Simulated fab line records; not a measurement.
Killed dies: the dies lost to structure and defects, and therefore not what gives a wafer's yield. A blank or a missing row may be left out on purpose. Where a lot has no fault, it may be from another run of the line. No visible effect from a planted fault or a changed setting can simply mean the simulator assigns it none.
Chamber matching || flow n5 finfet || N5_BEOL_M15_TRENCH_ETCH_34 on rie diel-05 has 4 sister chambers
The step etches SiO2 in C4F8/O2/Ar, target depth 872.93 nm, time 199 s. 24 wafers are shown with their chamber, then 12 later ones without.

## WAFERS PAIRED WITH THEIR CHAMBERS
{"wafer": "L077.3", "chamber": 3, "drypump motor current A (A)": 5.8, "rf vpp V (V)": 2241, "throttle valve pct (%)": 31.33}
{"wafer": "L077.5", "chamber": 1, "drypump motor current A (A)": 5.3, "rf vpp V (V)": 2298, "throttle valve pct (%)": 30.97}
{"wafer": "L077.6", "chamber": 0, "drypump motor current A (A)": 6.6, "rf vpp V (V)": 2253, "throttle valve pct (%)": 30.78}
{"wafer": "L078.1", "chamber": 3, "drypump motor current A (A)": 5.8, "rf vpp V (V)": 2240, "throttle valve pct (%)": 31.34}
{"wafer": "L078.2", "chamber": 0, "drypump motor current A (A)": 6.6, "rf vpp V (V)": 2254, "throttle valve pct (%)": 30.78}
{"wafer": "L078.3", "chamber": 2, "drypump motor current A (A)": 6.6, "rf vpp V (V)": 2220, "throttle valve pct (%)": 30.85}
{"wafer": "L079.2", "chamber": 3, "drypump motor current A (A)": 5.8, "rf vpp V (V)": 2242, "throttle valve pct (%)": 31.34}
{"wafer": "L079.4", "chamber": 0, "drypump motor current A (A)": 6.6, "rf vpp V (V)": 2254, "throttle valve pct (%)": 30.80}
{"wafer": "L079.5", "chamber": 1, "drypump motor current A (A)": 5.3, "rf vpp V (V)": 2299, "throttle valve pct (%)": 30.97}
{"wafer": "L081.1", "chamber": 0, "drypump motor current A (A)": 6.6, "rf vpp V (V)": 2254, "throttle valve pct (%)": 30.79}
{"wafer": "L081.2", "chamber": 2, "drypump motor current A (A)": 6.6, "rf vpp V (V)": 2220, "throttle valve pct (%)": 30.87}
{"wafer": "L081.6", "chamber": 2, "drypump motor current A (A)": 6.6, "rf vpp V (V)": 2222, "throttle valve pct (%)": 30.86}
{"wafer": "L082.1", "chamber": 1, "drypump motor current A (A)": 5.4, "rf vpp V (V)": 2297, "throttle valve pct (%)": 30.96}
{"wafer": "L082.3", "chamber": 3, "drypump motor current A (A)": 5.8, "rf vpp V (V)": 2240, "throttle valve pct (%)": 31.33}
{"wafer": "L082.4", "chamber": 2, "drypump motor current A (A)": 6.6, "rf vpp V (V)": 2220, "throttle valve pct (%)": 30.85}
{"wafer": "L085.2", "chamber": 3, "drypump motor current A (A)": 5.8, "rf vpp V (V)": 2241, "throttle valve pct (%)": 31.37}
{"wafer": "L085.4", "chamber": 2, "drypump motor current A (A)": 6.6, "rf vpp V (V)": 2219, "throttle valve pct (%)": 30.86}
{"wafer": "L085.6", "chamber": 2, "drypump motor current A (A)": 6.6, "rf vpp V (V)": 2220, "throttle valve pct (%)": 30.85}
{"wafer": "L086.3", "chamber": 0, "drypump motor current A (A)": 6.6, "rf vpp V (V)": 2252, "throttle valve pct (%)": 30.80}
{"wafer": "L086.4", "chamber": 1, "drypump motor current A (A)": 5.3, "rf vpp V (V)": 2298, "throttle valve pct (%)": 30.97}
{"wafer": "L086.6", "chamber": 1, "drypump motor current A (A)": 5.3, "rf vpp V (V)": 2298, "throttle valve pct (%)": 30.99}
{"wafer": "L087.2", "chamber": 2, "drypump motor current A (A)": 6.6, "rf vpp V (V)": 2219, "throttle valve pct (%)": 30.85}
{"wafer": "L087.4", "chamber": 3, "drypump motor current A (A)": 5.8, "rf vpp V (V)": 2239, "throttle valve pct (%)": 31.35}
{"wafer": "L087.6", "chamber": 0, "drypump motor current A (A)": 6.6, "rf vpp V (V)": 2252, "throttle valve pct (%)": 30.80}

SIGNATURES (averages over the wafers above)
{"reading": "drypump motor current A", "chamber 0": 6.600, "chamber 1": 5.320, "chamber 2": 6.600, "chamber 3": 5.800, "scatter within a chamber": 0.02}
{"reading": "rf vpp V", "chamber 0": 2253.17, "chamber 1": 2298.00, "chamber 2": 2220.00, "chamber 3": 2240.50, "scatter within a chamber": 0.957}
{"reading": "throttle valve pct", "chamber 0": 30.7917, "chamber 1": 30.9720, "chamber 2": 30.8557, "chamber 3": 31.3433, "scatter within a chamber": 0.0111}
Rule: for a wafer and a chamber, the distance is found by dividing, reading by reading, the gap between the wafer's reading and the chamber's mean by the reading's scatter, squaring, summing and taking the root. The wafer belongs to the nearest chamber; if the next one is less than 2 further off, it can't be placed. The scatter: take each reading less its chamber's mean, square it, sum over the shown wafers, divide by the number of wafers less the number of chambers, and take the root.

## WAFERS WITHOUT THEIR CHAMBER
{"wafer": "L090.2", "drypump motor current A (A)": 6.6, "rf vpp V (V)": 2254, "throttle valve pct (%)": 30.80}
{"wafer": "L090.3", "drypump motor current A (A)": 6.6, "rf vpp V (V)": 2221, "throttle valve pct (%)": 30.87}
{"wafer": "L090.5", "drypump motor current A (A)": 6.6, "rf vpp V (V)": 2252, "throttle valve pct (%)": 30.82}
{"wafer": "L091.3", "drypump motor current A (A)": 5.9, "rf vpp V (V)": 2240, "throttle valve pct (%)": 31.35}
{"wafer": "L091.4", "drypump motor current A (A)": 6.6, "rf vpp V (V)": 2252, "throttle valve pct (%)": 30.80}
{"wafer": "L091.6", "drypump motor current A (A)": 5.3, "rf vpp V (V)": 2298, "throttle valve pct (%)": 30.99}
{"wafer": "L094.2", "drypump motor current A (A)": 5.3, "rf vpp V (V)": 2298, "throttle valve pct (%)": 31.00}
{"wafer": "L094.4", "drypump motor current A (A)": 6.6, "rf vpp V (V)": 2218, "throttle valve pct (%)": 30.90}
{"wafer": "L094.5", "drypump motor current A (A)": 6.6, "rf vpp V (V)": 2218, "throttle valve pct (%)": 30.89}
{"wafer": "L095.1", "drypump motor current A (A)": 6.6, "rf vpp V (V)": 2220, "throttle valve pct (%)": 30.86}
{"wafer": "L095.2", "drypump motor current A (A)": 5.8, "rf vpp V (V)": 2241, "throttle valve pct (%)": 31.37}
{"wafer": "L095.3", "drypump motor current A (A)": 5.3, "rf vpp V (V)": 2295, "throttle valve pct (%)": 31.02}

## CHAMBER TAKEN BY EACH
{"wafer": "L090.2", "from the rows above": 0, "in truth": 0}
{"wafer": "L090.3", "from the rows above": 2, "in truth": 2}
{"wafer": "L090.5", "from the rows above": 0, "in truth": 0}
{"wafer": "L091.3", "from the rows above": 3, "in truth": 3}
{"wafer": "L091.4", "from the rows above": 0, "in truth": 0}
{"wafer": "L091.6", "from the rows above": 1, "in truth": 1}
{"wafer": "L094.2", "from the rows above": 1, "in truth": 1}
{"wafer": "L094.4", "from the rows above": 2, "in truth": 2}
{"wafer": "L094.5", "from the rows above": 2, "in truth": 2}
{"wafer": "L095.1", "from the rows above": 2, "in truth": 2}
{"wafer": "L095.2", "from the rows above": 3, "in truth": 3}
{"wafer": "L095.3", "from the rows above": 1, "in truth": 1}
Correctly placed: 12 of 12. Number that these rows cannot place: 0. Wrongly placed: 0.
